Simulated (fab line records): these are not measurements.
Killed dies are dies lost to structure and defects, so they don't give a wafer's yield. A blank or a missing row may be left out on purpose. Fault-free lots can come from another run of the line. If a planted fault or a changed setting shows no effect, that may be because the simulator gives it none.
fab line records :: flow n5Finfet :: part 2 of 2: steps 31 to 35 of 35
record:
  lots: 5
  wafers: 15
  lastDay: 18
route steps=1938 shown BEOL_M11@1583 BEOL_M12@1602
lots with no fault: from the same line, run without faults
startH: the number of hours between the record's first day and the start of the first shown wafer of the lot :: waitH: hours since the lot's step before :: " unchanged from the row above :: L1.1+2: several wafers, shown together as one row :: - value missing, or start not given :: * or withheld: withheld :: < > ~ a bound
route shown NAME@n: NAME is a module with steps in the file, n the number in the route of the first one :: usual: mean/standard deviation taken from wafers without a fault :: same: alike in all rows :: chamber/n: place in a boat :: sites: the reading at each site :: _std_site: their standard deviation :: _edge_site: outer sites' mean less inner sites' :: radiusMm: for every site, how far away it sits from the centre of the wafer :: mask NAME#n: copy n :: behind: tool/chamber where the wafer was last shaped :: hold: the reason the lot was held/the length of the hold in hours/how it ended :: device: the n, p or np transistor that did not switch :: end of line: the tests these same wafers got at the end of their route :: a step with no rows: only its recipe :: killed: at the first sort, the dies lost to defects and structure; wafer yield is something else :: map: shows each die of a wafer: x if killed, . if not, _ if none is there
set.NAME: setting as actually run; set.NAME@STEP: the setting as run at that earlier step :: model.NAME: the simulator's own value behind a step, which no gauge read
lots seen at some steps along the route; tables by step, rows by wafer
services: from which hour (startH, from the record's first day; less than 0 if before it) a tool's chamber was out of use, for how many hours, and why
== steps ==
step: N5_BEOL_M12_OVL_MEAS_11
recipe:
  pointsPerWafer: 44
usual:
  V11_OVL: 1/4.7
lot.wafer: L075.1
tool: overlay-01
chamber: 0
startH: 253.92
waitH: 0.0
V11_OVL[nm]: -5

lot.wafer: L075.4
tool: overlay-01
chamber: 0
startH: 253.92
waitH: 0.0
V11_OVL[nm]: 6

lot.wafer: L075.6
tool: overlay-01
chamber: 0
startH: 253.92
waitH: 0.0
V11_OVL[nm]: 4

lot.wafer: L090.1
tool: overlay-01
chamber: 0
startH: 323.98
waitH: 0.0
V11_OVL[nm]: -3

lot.wafer: L090.3
tool: overlay-01
chamber: 0
startH: 323.98
waitH: 0.0
V11_OVL[nm]: 0

lot.wafer: L090.5
tool: overlay-01
chamber: 0
startH: 323.98
waitH: 0.0
V11_OVL[nm]: 5

lot.wafer: L095.2
tool: overlay-01
chamber: 0
startH: 382.06
waitH: 0.0
V11_OVL[nm]: 0

lot.wafer: L095.3
tool: overlay-01
chamber: 0
startH: 382.06
waitH: 0.0
V11_OVL[nm]: 1

lot.wafer: L095.6
tool: overlay-01
chamber: 0
startH: 382.06
waitH: 0.0
V11_OVL[nm]: 5

lot.wafer: L096.1
tool: overlay-02
chamber: 0
startH: 384.78
waitH: 0.0
V11_OVL[nm]: -2

lot.wafer: L096.3
tool: overlay-02
chamber: 0
startH: 384.78
waitH: 0.0
V11_OVL[nm]: 4

lot.wafer: L096.5
tool: overlay-02
chamber: 0
startH: 384.78
waitH: 0.0
V11_OVL[nm]: 7

lot.wafer: L097.1
tool: overlay-02
chamber: 0
startH: 385.03
waitH: 0.0
V11_OVL[nm]: 2

lot.wafer: L097.2
tool: overlay-02
chamber: 0
startH: 385.03
waitH: 0.0
V11_OVL[nm]: 6

lot.wafer: L097.3
tool: overlay-02
chamber: 0
startH: 385.03
waitH: 0.0
V11_OVL[nm]: 3
step: N5_BEOL_M12_INSPECT_12
recipe:
  mode: adi
  inspectInstrument: macro
usual:
  rawDefectCount: 2.2/1.5
lot.wafer: L075.1
tool: defectInspect-01
chamber: -
startH: 253.94
waitH: 0.0
rawDefectCount: 2

lot.wafer: L075.4
tool: defectInspect-01
chamber: -
startH: 253.94
waitH: 0.0
rawDefectCount: 3

lot.wafer: L075.6
tool: defectInspect-01
chamber: -
startH: 253.94
waitH: 0.0
rawDefectCount: 2

lot.wafer: L090.1
tool: defectInspect-01
chamber: -
startH: 324.00
waitH: 0.0
rawDefectCount: 2

lot.wafer: L090.3
tool: defectInspect-01
chamber: -
startH: 324.00
waitH: 0.0
rawDefectCount: 4

lot.wafer: L090.5
tool: defectInspect-01
chamber: -
startH: 324.00
waitH: 0.0
rawDefectCount: 4

lot.wafer: L095.2
tool: defectInspect-01
chamber: -
startH: 382.08
waitH: 0.0
rawDefectCount: 1

lot.wafer: L095.3
tool: defectInspect-01
chamber: -
startH: 382.08
waitH: 0.0
rawDefectCount: 4

lot.wafer: L095.6
tool: defectInspect-01
chamber: -
startH: 382.08
waitH: 0.0
rawDefectCount: 2

lot.wafer: L096.1
tool: defectInspect-02
chamber: -
startH: 384.80
waitH: 0.0
rawDefectCount: 1

lot.wafer: L096.3
tool: defectInspect-02
chamber: -
startH: 384.80
waitH: 0.0
rawDefectCount: 0

lot.wafer: L096.5
tool: defectInspect-02
chamber: -
startH: 384.80
waitH: 0.0
rawDefectCount: 1

lot.wafer: L097.1
tool: defectInspect-02
chamber: -
startH: 385.05
waitH: 0.0
rawDefectCount: 2

lot.wafer: L097.2
tool: defectInspect-02
chamber: -
startH: 385.05
waitH: 0.0
rawDefectCount: 4

lot.wafer: L097.3
tool: defectInspect-02
chamber: -
startH: 385.05
waitH: 0.0
rawDefectCount: 5
step: N5_BEOL_M12_DESCUM_15
recipe:
  chemistry: O2
  timeS: 7.9
  sourcePowerW: 50
  biasPowerW: 20
  pressureMtorr: 20
  rfFrequencyHz: 2.712e+07
  tempC: 40
  o2FlowSccm: 225
usual:
  chamberPressureMTorr: 19.999/0.019
  drypumpMotorCurrentA: 6.0/0.49
  oesProductAu: 0.82/0.095
  rfVppV: 243.8/1.4
  showerheadPlenumPTorr: 2.14/0.079
  throttleValvePct: 20.34/0.29
lot.wafer: L075.1
tool: rieDiel-05
chamber: 3
startH: 253.98
waitH: 0.0
chamberPressureMTorr: 20.018
drypumpMotorCurrentA: 6.2
oesProductAu: 0.98
rfHoursCounterH: 2
rfVppV: 245.1
showerheadPlenumPTorr: 2.25
throttleValvePct: 20.23

lot.wafer: L075.4
tool: rieDiel-05
chamber: 0
startH: 253.98
waitH: 0.0
chamberPressureMTorr: 20.001
drypumpMotorCurrentA: 5.6
oesProductAu: 0.96
rfHoursCounterH: -
rfVppV: 243.6
showerheadPlenumPTorr: 2.15
throttleValvePct: 20.52

lot.wafer: L075.6
tool: rieDiel-05
chamber: 1
startH: 253.98
waitH: 0.0
chamberPressureMTorr: 19.964
drypumpMotorCurrentA: 6.5
oesProductAu: 0.68
rfHoursCounterH: -
rfVppV: 243.6
showerheadPlenumPTorr: 2.05
throttleValvePct: 20.03

lot.wafer: L090.1
tool: rieDiel-02
chamber: 2
startH: 324.07
waitH: 0.1
chamberPressureMTorr: 20.026
drypumpMotorCurrentA: 5.6
oesProductAu: 0.76
rfHoursCounterH: 136
rfVppV: 244.0
showerheadPlenumPTorr: 2.09
throttleValvePct: 20.42

lot.wafer: L090.3
tool: rieDiel-02
chamber: 1
startH: 324.07
waitH: 0.1
chamberPressureMTorr: 20.013
drypumpMotorCurrentA: 6.5
oesProductAu: 0.84
rfHoursCounterH: 72
rfVppV: 245.7
showerheadPlenumPTorr: 2.20
throttleValvePct: 20.02

lot.wafer: L090.5
tool: rieDiel-02
chamber: 1
startH: 324.07
waitH: 0.1
chamberPressureMTorr: 19.970
drypumpMotorCurrentA: 6.5
oesProductAu: 0.85
rfHoursCounterH: -
rfVppV: 245.3
showerheadPlenumPTorr: 2.20
throttleValvePct: 20.01

lot.wafer: L095.2
tool: rieDiel-05
chamber: 0
startH: 382.12
waitH: 0.0
chamberPressureMTorr: 19.975
drypumpMotorCurrentA: 5.6
oesProductAu: 0.86
rfHoursCounterH: 61
rfVppV: 243.5
showerheadPlenumPTorr: 2.13
throttleValvePct: 20.59

lot.wafer: L095.3
tool: rieDiel-05
chamber: 2
startH: 382.12
waitH: 0.0
chamberPressureMTorr: 19.998
drypumpMotorCurrentA: 5.6
oesProductAu: 0.96
rfHoursCounterH: 5
rfVppV: 245.2
showerheadPlenumPTorr: 2.14
throttleValvePct: 20.34

lot.wafer: L095.6
tool: rieDiel-05
chamber: 0
startH: 382.12
waitH: 0.0
chamberPressureMTorr: 20.062
drypumpMotorCurrentA: 5.6
oesProductAu: 0.87
rfHoursCounterH: -
rfVppV: 243.6
showerheadPlenumPTorr: 2.13
throttleValvePct: 20.59

lot.wafer: L096.1
tool: rieDiel-05
chamber: 0
startH: 384.84
waitH: 0.0
chamberPressureMTorr: 19.976
drypumpMotorCurrentA: 5.6
oesProductAu: 0.87
rfHoursCounterH: 62
rfVppV: 242.4
showerheadPlenumPTorr: 2.13
throttleValvePct: 20.59

lot.wafer: L096.3
tool: rieDiel-05
chamber: 3
startH: 384.84
waitH: 0.0
chamberPressureMTorr: 19.972
drypumpMotorCurrentA: 6.2
oesProductAu: 0.86
rfHoursCounterH: 50
rfVppV: 244.9
showerheadPlenumPTorr: 2.24
throttleValvePct: 20.31

lot.wafer: L096.5
tool: rieDiel-05
chamber: 3
startH: 384.84
waitH: 0.0
chamberPressureMTorr: 19.995
drypumpMotorCurrentA: 6.2
oesProductAu: 0.86
rfHoursCounterH: -
rfVppV: 244.2
showerheadPlenumPTorr: 2.24
throttleValvePct: 20.31

lot.wafer: L097.1
tool: rieDiel-05
chamber: 3
startH: 385.10
waitH: 0.1
chamberPressureMTorr: 19.981
drypumpMotorCurrentA: 6.2
oesProductAu: 0.87
rfHoursCounterH: 50
rfVppV: 246.1
showerheadPlenumPTorr: 2.24
throttleValvePct: 20.31

lot.wafer: L097.2
tool: rieDiel-05
chamber: 0
startH: 385.10
waitH: 0.1
chamberPressureMTorr: 20.007
drypumpMotorCurrentA: 5.6
oesProductAu: 0.87
rfHoursCounterH: 62
rfVppV: 243.5
showerheadPlenumPTorr: 2.13
throttleValvePct: 20.59

lot.wafer: L097.3
tool: rieDiel-05
chamber: 2
startH: 385.10
waitH: 0.1
chamberPressureMTorr: 19.987
drypumpMotorCurrentA: 5.5
oesProductAu: 0.96
rfHoursCounterH: 6
rfVppV: 244.4
showerheadPlenumPTorr: 2.14
throttleValvePct: 20.33
step: N5_BEOL_M12_ETCH_59
recipe:
  chemistry: N2/H2
  target: BARC
  targetDepthA: 890
  overetchA: 267
  timeS: 67.9
  ionEnergyEv: 200
  pressureMtorr: 30
  sourceW: 840
  biasW: 150
  n2FlowSccm: 200
  h2FlowSccm: 200
usual:
  chamberPressureMTorr: 30.000/0.028
  drypumpMotorCurrentA: 6.0/0.5
  oesProductAu: 0.70/0.078
  rfVppV: 525.4/2.5
  showerheadPlenumPTorr: 2.60/0.083
  throttleValvePct: 17.77/0.25
lot.wafer: L075.1
tool: rieDiel-05
chamber: 3
startH: 254.01
waitH: 0.0
chamberPressureMTorr: 29.931
drypumpMotorCurrentA: 6.2
oesProductAu: 0.84
rfHoursCounterH: 2
rfVppV: 527.7
showerheadPlenumPTorr: 2.71
throttleValvePct: 17.53

lot.wafer: L075.4
tool: rieDiel-05
chamber: 0
startH: 254.01
waitH: 0.0
chamberPressureMTorr: 30.045
drypumpMotorCurrentA: 5.6
oesProductAu: 0.82
rfHoursCounterH: -
rfVppV: 524.4
showerheadPlenumPTorr: 2.58
throttleValvePct: 17.74

lot.wafer: L075.6
tool: rieDiel-05
chamber: 1
startH: 254.01
waitH: 0.0
chamberPressureMTorr: 29.980
drypumpMotorCurrentA: 6.5
oesProductAu: 0.59
rfHoursCounterH: -
rfVppV: 523.6
showerheadPlenumPTorr: 2.52
throttleValvePct: 17.65

lot.wafer: L090.1
tool: rieDiel-02
chamber: 2
startH: 324.10
waitH: 0.0
chamberPressureMTorr: 29.996
drypumpMotorCurrentA: 5.7
oesProductAu: 0.65
rfHoursCounterH: 136
rfVppV: 524.0
showerheadPlenumPTorr: 2.56
throttleValvePct: 18.12

lot.wafer: L090.3
tool: rieDiel-02
chamber: 1
startH: 324.10
waitH: 0.0
chamberPressureMTorr: 29.994
drypumpMotorCurrentA: 6.5
oesProductAu: 0.72
rfHoursCounterH: 72
rfVppV: 528.0
showerheadPlenumPTorr: 2.69
throttleValvePct: 17.59

lot.wafer: L090.5
tool: rieDiel-02
chamber: 1
startH: 324.10
waitH: 0.0
chamberPressureMTorr: 29.994
drypumpMotorCurrentA: 6.5
oesProductAu: 0.73
rfHoursCounterH: -
rfVppV: 527.2
showerheadPlenumPTorr: 2.69
throttleValvePct: 17.60

lot.wafer: L095.2
tool: rieDiel-05
chamber: 0
startH: 382.15
waitH: 0.0
chamberPressureMTorr: 30.054
drypumpMotorCurrentA: 5.6
oesProductAu: 0.74
rfHoursCounterH: 61
rfVppV: 524.9
showerheadPlenumPTorr: 2.56
throttleValvePct: 17.82

lot.wafer: L095.3
tool: rieDiel-05
chamber: 2
startH: 382.15
waitH: 0.0
chamberPressureMTorr: 29.962
drypumpMotorCurrentA: 5.6
oesProductAu: 0.81
rfHoursCounterH: 5
rfVppV: 527.0
showerheadPlenumPTorr: 2.60
throttleValvePct: 17.80

lot.wafer: L095.6
tool: rieDiel-05
chamber: 0
startH: 382.15
waitH: 0.0
chamberPressureMTorr: 30.001
drypumpMotorCurrentA: 5.6
oesProductAu: 0.75
rfHoursCounterH: -
rfVppV: 524.1
showerheadPlenumPTorr: 2.56
throttleValvePct: 17.84

lot.wafer: L096.1
tool: rieDiel-05
chamber: 0
startH: 384.87
waitH: 0.0
chamberPressureMTorr: 29.977
drypumpMotorCurrentA: 5.6
oesProductAu: 0.74
rfHoursCounterH: 62
rfVppV: 526.2
showerheadPlenumPTorr: 2.56
throttleValvePct: 17.82

lot.wafer: L096.3
tool: rieDiel-05
chamber: 3
startH: 384.87
waitH: 0.0
chamberPressureMTorr: 29.943
drypumpMotorCurrentA: 6.2
oesProductAu: 0.74
rfHoursCounterH: 50
rfVppV: 529.6
showerheadPlenumPTorr: 2.69
throttleValvePct: 17.61

lot.wafer: L096.5
tool: rieDiel-05
chamber: 3
startH: 384.87
waitH: 0.0
chamberPressureMTorr: 30.001
drypumpMotorCurrentA: 6.2
oesProductAu: 0.75
rfHoursCounterH: -
rfVppV: 528.0
showerheadPlenumPTorr: 2.69
throttleValvePct: 17.61

lot.wafer: L097.1
tool: rieDiel-05
chamber: 3
startH: 385.14
waitH: 0.0
chamberPressureMTorr: 29.994
drypumpMotorCurrentA: 6.2
oesProductAu: 0.74
rfHoursCounterH: 50
rfVppV: 528.2
showerheadPlenumPTorr: 2.69
throttleValvePct: 17.63

lot.wafer: L097.2
tool: rieDiel-05
chamber: 0
startH: 385.14
waitH: 0.0
chamberPressureMTorr: 29.971
drypumpMotorCurrentA: 5.6
oesProductAu: 0.74
rfHoursCounterH: 62
rfVppV: 523.6
showerheadPlenumPTorr: 2.56
throttleValvePct: 17.85

lot.wafer: L097.3
tool: rieDiel-05
chamber: 2
startH: 385.14
waitH: 0.0
chamberPressureMTorr: 29.981
drypumpMotorCurrentA: 5.6
oesProductAu: 0.81
rfHoursCounterH: 6
rfVppV: 524.9
showerheadPlenumPTorr: 2.60
throttleValvePct: 17.81
step: N5_BEOL_M12_VIA_ETCH_16
recipe:
  chemistry: C4F8/O2/Ar
  target: SiOC
  pressureMtorr: 30
  sourceW: 3000
  biasW: 700
  Ar_flow_sccm: 400
  C4F8_flow_sccm: 15
  O2_flow_sccm: 8
  heInnerTorr: 15
  heOuterTorr: 30
  targetDepthA: 7248
  timeS: withheld
  ionEnergyEv: 250
  ends: cleared
usual:
  chamberPressureMTorr: 29.994/0.029
  drypumpMotorCurrentA: 6.0/0.49
  heInnerTorr: 15.00/0.031
  mfcArSccm: 400.0/1.3
  oesProductAu: 0.74/0.087
  rfVppV: 667/3.1
  showerheadPlenumPTorr: 3.49/0.11
  throttleValvePct: 24.1/0.3
lot.wafer: L075.1
tool: rieDiel-05
chamber: 3
startH: 254.06
waitH: 0.0
chamberPressureMTorr: 30.014
drypumpMotorCurrentA: 6.2
heInnerTorr: 15.00
mfcArSccm: 401.8
oesProductAu: 0.88
rfVppV: 671
showerheadPlenumPTorr: 3.63
throttleValvePct: 23.9

lot.wafer: L075.4
tool: rieDiel-05
chamber: 0
startH: 254.06
waitH: 0.0
chamberPressureMTorr: 29.987
drypumpMotorCurrentA: 5.6
heInnerTorr: 14.98
mfcArSccm: 401.1
oesProductAu: 0.87
rfVppV: 667
showerheadPlenumPTorr: 3.51
throttleValvePct: 24.3

lot.wafer: L075.6
tool: rieDiel-05
chamber: 1
startH: 254.06
waitH: 0.0
chamberPressureMTorr: 30.021
drypumpMotorCurrentA: 6.5
heInnerTorr: 14.99
mfcArSccm: 400.4
oesProductAu: 0.62
rfVppV: 663
showerheadPlenumPTorr: 3.36
throttleValvePct: 23.7

lot.wafer: L090.1
tool: rieDiel-02
chamber: 2
startH: 324.15
waitH: 0.0
chamberPressureMTorr: 30.008
drypumpMotorCurrentA: 5.7
heInnerTorr: 15.07
mfcArSccm: 399.8
oesProductAu: 0.69
rfVppV: 666
showerheadPlenumPTorr: 3.40
throttleValvePct: 24.1

lot.wafer: L090.3
tool: rieDiel-02
chamber: 1
startH: 324.15
waitH: 0.0
chamberPressureMTorr: 29.987
drypumpMotorCurrentA: 6.5
heInnerTorr: 15.06
mfcArSccm: 400.6
oesProductAu: 0.75
rfVppV: 671
showerheadPlenumPTorr: 3.59
throttleValvePct: 23.9

lot.wafer: L090.5
tool: rieDiel-02
chamber: 1
startH: 324.15
waitH: 0.0
chamberPressureMTorr: 29.999
drypumpMotorCurrentA: 6.5
heInnerTorr: 15.02
mfcArSccm: 400.7
oesProductAu: 0.76
rfVppV: 670
showerheadPlenumPTorr: 3.59
throttleValvePct: 23.9

lot.wafer: L095.2
tool: rieDiel-05
chamber: 0
startH: 382.20
waitH: 0.0
chamberPressureMTorr: 30.005
drypumpMotorCurrentA: 5.6
heInnerTorr: 14.96
mfcArSccm: 402.1
oesProductAu: 0.80
rfVppV: 668
showerheadPlenumPTorr: 3.48
throttleValvePct: 24.4

lot.wafer: L095.3
tool: rieDiel-05
chamber: 2
startH: 382.20
waitH: 0.0
chamberPressureMTorr: 30.022
drypumpMotorCurrentA: 5.6
heInnerTorr: 15.03
mfcArSccm: 400.4
oesProductAu: 0.86
rfVppV: 667
showerheadPlenumPTorr: 3.51
throttleValvePct: 24.3

lot.wafer: L095.6
tool: rieDiel-05
chamber: 0
startH: 382.20
waitH: 0.0
chamberPressureMTorr: 29.982
drypumpMotorCurrentA: 5.6
heInnerTorr: 14.99
mfcArSccm: 398.7
oesProductAu: 0.80
rfVppV: 666
showerheadPlenumPTorr: 3.48
throttleValvePct: 24.4

lot.wafer: L096.1
tool: rieDiel-05
chamber: 0
startH: 384.92
waitH: 0.0
chamberPressureMTorr: 29.991
drypumpMotorCurrentA: 5.7
heInnerTorr: 15.02
mfcArSccm: 399.0
oesProductAu: 0.79
rfVppV: 666
showerheadPlenumPTorr: 3.48
throttleValvePct: 24.4

lot.wafer: L096.3
tool: rieDiel-05
chamber: 3
startH: 384.92
waitH: 0.0
chamberPressureMTorr: 29.996
drypumpMotorCurrentA: 6.2
heInnerTorr: 14.99
mfcArSccm: 401.2
oesProductAu: 0.78
rfVppV: 671
showerheadPlenumPTorr: 3.60
throttleValvePct: 23.9

lot.wafer: L096.5
tool: rieDiel-05
chamber: 3
startH: 384.92
waitH: 0.0
chamberPressureMTorr: 29.991
drypumpMotorCurrentA: 6.2
heInnerTorr: 14.99
mfcArSccm: 400.6
oesProductAu: 0.78
rfVppV: 672
showerheadPlenumPTorr: 3.60
throttleValvePct: 23.9

lot.wafer: L097.1
tool: rieDiel-05
chamber: 3
startH: 385.19
waitH: 0.0
chamberPressureMTorr: 29.985
drypumpMotorCurrentA: 6.2
heInnerTorr: 15.02
mfcArSccm: 400.2
oesProductAu: 0.77
rfVppV: 670
showerheadPlenumPTorr: 3.60
throttleValvePct: 23.9

lot.wafer: L097.2
tool: rieDiel-05
chamber: 0
startH: 385.19
waitH: 0.0
chamberPressureMTorr: 30.010
drypumpMotorCurrentA: 5.6
heInnerTorr: 14.99
mfcArSccm: 399.4
oesProductAu: 0.79
rfVppV: 668
showerheadPlenumPTorr: 3.48
throttleValvePct: 24.4

lot.wafer: L097.3
tool: rieDiel-05
chamber: 2
startH: 385.19
waitH: 0.0
chamberPressureMTorr: 29.957
drypumpMotorCurrentA: 5.6
heInnerTorr: 14.96
mfcArSccm: 402.8
oesProductAu: 0.87
rfVppV: 667
showerheadPlenumPTorr: 3.51
throttleValvePct: 24.3
== services ==
tool: pecvd-01
chamber: -
startH: 243.92
hours: 14.6
kind: pm

tool: rieDiel-05
chamber: 2
startH: 248.35
hours: 14.3
kind: repair

tool: krfScanner-01
chamber: -
startH: 255.69
hours: 0.6
kind: repair

tool: pecvd-01
chamber: 1
startH: 289.14
hours: 3.5
kind: repair

tool: pvdSputter-02
chamber: -
startH: 305.59
hours: 2.2
kind: repair

tool: rieDiel-02
chamber: 2
startH: 306.72
hours: 4.8
kind: repair

tool: cvdCo-02
chamber: 1
startH: 308.23
hours: 5.1
kind: repair

tool: pecvd-01
chamber: -
startH: 310.82
hours: 0.3
kind: repair

tool: rieDiel-02
chamber: 3
startH: 317.48
hours: 4.5
kind: repair

tool: pvdSputter-01
chamber: -
startH: 326.95
hours: 3.2
kind: repair

tool: uvCure-01
chamber: -
startH: 327.76
hours: 7.5
kind: pm

tool: rieDiel-02
chamber: 3
startH: 329.20
hours: 11.3
kind: repair

tool: cmp-04
chamber: -
startH: 331.13
hours: 5.2
kind: repair

tool: rieDiel-02
chamber: 2
startH: 332.84
hours: 7.0
kind: repair

tool: krfScanner-01
chamber: -
startH: 336.64
hours: 7.2
kind: pm

tool: rtpAnneal-01
chamber: -
startH: 340.42
hours: 3.1
kind: pm

tool: krfScanner-01
chamber: -
startH: 343.84
hours: 1.0
kind: pm

tool: krfScanner-01
chamber: -
startH: 344.84
hours: 0.8
kind: pm

tool: cmp-04
chamber: -
startH: 349.07
hours: 4.2
kind: repair

tool: pvdSputter-02
chamber: -
startH: 360.36
hours: 9.0
kind: repair

tool: wetBench-05
chamber: -
startH: 366.54
hours: 3.4
kind: repair

tool: pvdSputter-02
chamber: -
startH: 373.64
hours: 2.1
kind: repair

tool: cmp-04
chamber: -
startH: 376.36
hours: 4.0
kind: pm

tool: rieDiel-02
chamber: 0
startH: 379.82
hours: 4.5
kind: repair
